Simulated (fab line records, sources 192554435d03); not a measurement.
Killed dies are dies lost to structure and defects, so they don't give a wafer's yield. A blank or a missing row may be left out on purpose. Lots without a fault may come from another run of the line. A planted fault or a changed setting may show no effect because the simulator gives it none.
Chamber matching | flow n5_finfet | N5_BEOL_M3_STRIP_36 on rie_diel-02: 4 sister chambers
The step strips in N2/H2. 18 wafers are shown with their chamber, then 9 later ones without.

WAFERS WITH THEIR CHAMBER
wafer  | chamber | drypump_motor_current_A (A) | showerhead_plenum_p_Torr (Torr) | oes_product_au (a.u.)
L078.1 | 0       | 5.1                         | 2.66                            | 0.81
L078.5 | 2       | 6.1                         | 2.53                            | 0.73
L078.6 | 1       | 6.1                         | 2.44                            | 0.76
L080.2 | 2       | 6.1                         | 2.53                            | 0.73
L080.3 | 1       | 6.2                         | 2.44                            | 0.75
L080.6 | 2       | 6.2                         | 2.53                            | 0.73
L082.2 | 1       | 6.2                         | 2.44                            | 0.75
L082.3 | 3       | 6.6                         | 2.60                            | 0.98
L082.5 | 2       | 6.2                         | 2.53                            | 0.73
L083.2 | 0       | 5.1                         | 2.66                            | 0.80
L083.3 | 2       | 6.1                         | 2.53                            | 0.72
L083.6 | 3       | 6.6                         | 2.60                            | 0.97
L084.1 | 0       | 5.1                         | 2.65                            | 0.79
L084.5 | 2       | 6.1                         | 2.53                            | 0.72
L084.6 | 1       | 6.2                         | 2.43                            | 0.74
L089.1 | 3       | 6.6                         | 2.59                            | 0.94
L089.2 | 1       | 6.2                         | 2.43                            | 0.72
L089.3 | 0       | 5.1                         | 2.65                            | 0.79

SIGNATURES (means of the wafers above)
reading                  | chamber 0 | chamber 1 | chamber 2 | chamber 3 | scatter within a chamber
drypump_motor_current_A  | 5.100     | 6.180     | 6.133     | 6.600     | 0.039
showerhead_plenum_p_Torr | 2.6550    | 2.4360    | 2.5300    | 2.5967    | 0.00453
oes_product_au           | 0.7975    | 0.7440    | 0.7267    | 0.9633    | 0.0125
Rule: a wafer's distance from a chamber is the root of the sum, over the readings, of the square of ((its reading less the chamber's mean) divided by the reading's scatter). The wafer belongs to the nearest chamber; if the next one is less than 2 further off, it can't be placed. The scatter: the root of (the sum of the squares of (reading less its chamber's mean) over the shown wafers, divided by (wafers less chambers)).

WAFERS WITHOUT THEIR CHAMBER
wafer  | drypump_motor_current_A (A) | showerhead_plenum_p_Torr (Torr) | oes_product_au (a.u.)
L091.1 | 6.2                         | 2.43                            | 0.72
L091.3 | 6.1                         | 2.52                            | 0.72
L091.6 | 6.1                         | 2.52                            | 0.71
L093.3 | 6.1                         | 2.43                            | 0.73
L093.5 | 6.2                         | 2.43                            | 0.73
L093.6 | 5.1                         | 2.65                            | 0.77
L096.4 | 6.1                         | 2.52                            | 0.70
L096.5 | 6.1                         | 2.52                            | 0.71
L096.6 | 6.6                         | 2.59                            | 0.91

WHICH CHAMBER EACH WENT THROUGH
wafer  | from the rows above | in truth
L091.1 | 1                   | 1
L091.3 | 2                   | 2
L091.6 | 2                   | 2
L093.3 | 1                   | 1
L093.5 | 1                   | 1
L093.6 | 0                   | 0
L096.4 | 2                   | 2
L096.5 | 2                   | 2
L096.6 | 3                   | 3
Placed correctly: 9 of 9. Can't be placed from these rows: 0. Placed wrongly: 0.
